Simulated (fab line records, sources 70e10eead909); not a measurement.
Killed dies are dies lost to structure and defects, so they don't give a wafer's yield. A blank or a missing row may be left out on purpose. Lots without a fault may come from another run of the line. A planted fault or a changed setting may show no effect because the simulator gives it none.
Chamber matching | flow nand_harc | NHARC_A_BLC_STRIP_29 on rie_diel-06: 4 sister chambers
The step strips in CF4. 14 wafers are shown with their chamber, then 7 later ones without.

WAFERS WITH THEIR CHAMBER
wafer  | chamber | showerhead_plenum_p_Torr (Torr) | drypump_motor_current_A (A) | rf_vpp_V (V)
L075.1 | 2       | 1.84                            | 6.2                         | 59.4
L075.2 | 0       | 1.87                            | 5.3                         | 59.1
L075.3 | 1       | 1.77                            | 5.6                         | 59.4
L074.1 | 1       | 1.77                            | 5.6                         | 59.8
L074.3 | 3       | 1.66                            | 6.4                         | 58.5
L074.5 | 3       | 1.66                            | 6.4                         | 58.8
L084.1 | 3       | 1.65                            | 6.4                         | 58.8
L084.5 | 0       | 1.87                            | 5.3                         | 59.4
L084.6 | 3       | 1.65                            | 6.4                         | 58.0
L087.3 | 1       | 1.77                            | 5.6                         | 59.2
L087.4 | 3       | 1.65                            | 6.5                         | 59.0
L087.5 | 0       | 1.87                            | 5.3                         | 60.4
L092.2 | 0       | 1.86                            | 5.3                         | 60.8
L092.3 | 1       | 1.77                            | 5.7                         | 60.5

SIGNATURES (means of the wafers above)
reading                  | chamber 0 | chamber 1 | chamber 2 | chamber 3 | scatter within a chamber
showerhead_plenum_p_Torr | 1.8675    | 1.7700    | 1.8400    | 1.6540    | 0.00442
drypump_motor_current_A  | 5.300     | 5.625     | 6.200     | 6.420     | 0.0394
rf_vpp_V                 | 59.925    | 59.725    | 59.400    | 58.620    | 0.595
Rule: a wafer's distance from a chamber is the root of the sum, over the readings, of the square of ((its reading less the chamber's mean) divided by the reading's scatter). The wafer belongs to the nearest chamber; if the next one is less than 2 further off, it can't be placed. The scatter: the root of (the sum of the squares of (reading less its chamber's mean) over the shown wafers, divided by (wafers less chambers)).

WAFERS WITHOUT THEIR CHAMBER
wafer  | showerhead_plenum_p_Torr (Torr) | drypump_motor_current_A (A) | rf_vpp_V (V)
L092.4 | 1.83                            | 6.2                         | 58.9
L097.3 | 1.86                            | 5.3                         | 59.5
L097.4 | 1.65                            | 6.5                         | 57.9
L097.6 | 1.83                            | 6.2                         | 61.6
L096.2 | 1.86                            | 5.3                         | 60.6
L096.5 | 1.83                            | 6.2                         | 60.4
L096.6 | 1.77                            | 5.6                         | 59.2

WHICH CHAMBER EACH WENT THROUGH
wafer  | from the rows above | in truth
L092.4 | 2                   | 2
L097.3 | 0                   | 0
L097.4 | 3                   | 3
L097.6 | 2                   | 2
L096.2 | 0                   | 0
L096.5 | 2                   | 2
L096.6 | 1                   | 1
Placed correctly: 7 of 7. Can't be placed from these rows: 0. Placed wrongly: 0.
